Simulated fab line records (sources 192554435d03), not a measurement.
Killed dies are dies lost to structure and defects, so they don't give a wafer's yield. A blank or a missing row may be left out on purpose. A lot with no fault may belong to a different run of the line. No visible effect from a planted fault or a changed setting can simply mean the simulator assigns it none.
Problem report, 8D (eight disciplines) form, completed by code -- flow n5-finfet -- the parts of the form that need people (team, actions taken, sign-off) are left out

## 1. THE ISSUE
oes-product-au at N5_DUMMY_GATE_ETCH_23 reads a mean of 0.780 a.u. on 3 wafers of 2 lots; wafers without a fault read 0.994 a.u. with a standard deviation of 0.011. That is -19 standard deviations from the usual mean.
The step: etches poly-Si in HBr/Cl2/O2, target depth 41 nm, time 22.3 s.
First seen on wafer L856.5, day 7 04:38, on rie-si-04. The record holds 17 wafers of 6 lots with a number at this step. The rule behind "out" and "out of limits": a value lying over 4 standard deviations away from the usual mean. Any other wafer with a number is counted as sound.

## 2. WHAT IT IS AND WHAT IT IS NOT
question,is,is not
which readings at this step,oes-product-au,"HBr_flow_sccm, drypump-motor-current-A, oes_o_777_au, rf-fwd-power-W, throttle-valve-pct"
which lots,"L856, L857","L841, L855, L860, L862"
which wafers of those lots,"L856.5, L857.3, L857.5","L856.2, L857.6"
read on which tools,rie-si-04,"rie-si-01, rie-si-06"
when,from day 7 04:38,"up to then (7 sound wafers); but 7 sound wafers of L857, L860, L862 came after"

## 3. WHAT RULES OUT EACH SUSPECT
Counting: if a tool at a process step up to the reading ran every lot that is out, it stays a suspect. Sound lots after the first of them don't rule it out here, since some wafers of a struck lot are sound.
- rie-si-04 at N5_DUMMY_GATE_ETCH_32 (etches SiO2 in CF4, target depth 3.5 nm, time 3.9 s): kept. Every lot that is out went through it, the first being L856 (day 7 04:36); the last sound lot it ran before that was L855 (day 6 23:16).
- rie-si-04 at N5_DUMMY_GATE_ETCH_23 (etches poly-Si in HBr/Cl2/O2, target depth 41 nm, time 22.3 s): kept. Every lot that is out went through it, the first being L856 (day 7 04:38); the last sound lot it ran before that was L855 (day 6 23:17). Out on those wafers are its own readings of oes-product-au.
- Within rie-si-04 at N5_DUMMY_GATE_ETCH_32: the wafers that are out ran in chambers 0, 3; their sound lot-mates ran in chambers 1, 2.
- Within rie-si-04 at N5_DUMMY_GATE_ETCH_23: the wafers that are out ran in chambers 0, 3; their sound lot-mates ran in chambers 1, 2.
After counting, rie-si-04 at N5_DUMMY_GATE_ETCH_32 and rie-si-04 at N5_DUMMY_GATE_ETCH_23 remain.

## 4. THE CAUSE (what the simulator had put in)
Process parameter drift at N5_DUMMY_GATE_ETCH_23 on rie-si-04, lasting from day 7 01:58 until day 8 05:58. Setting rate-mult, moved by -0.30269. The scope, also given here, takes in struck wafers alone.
After counting, 2 suspects remain, this tool included.

## 5. THE EFFECT CHAIN, in route order
Each row: a reading where the mean over the struck wafers with a number is more than 3 standard deviations away from the usual. Only readings for which the record gives a usual standard deviation are gone through. hours: the time from each lot's start at the first step in this table that gives one to its start at this step, as a median over the lots. sigmas: the change in usual standard deviations.
hours,step,reading,usual,on struck wafers,change,sigmas
0,N5_DUMMY_GATE_ETCH_23,oes-product-au,0.994 a.u.,0.780,-0.214,-19
Here are the process steps it includes:
- N5_DUMMY_GATE_ETCH_23: etches poly-Si in HBr/Cl2/O2, target depth 41 nm, time 22.3 s.
Later measuring or inspecting steps at which every struck wafer that the step has a row for has a number for every such reading, and none has moved that far: N5_BEOL_M4_RC_MEAS_101.

## 6. HOW IT WOULD HAVE BEEN CAUGHT EARLIER
First out-of-limits reading in this record: day 7 04:38, which is 3 hours after fault onset at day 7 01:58.
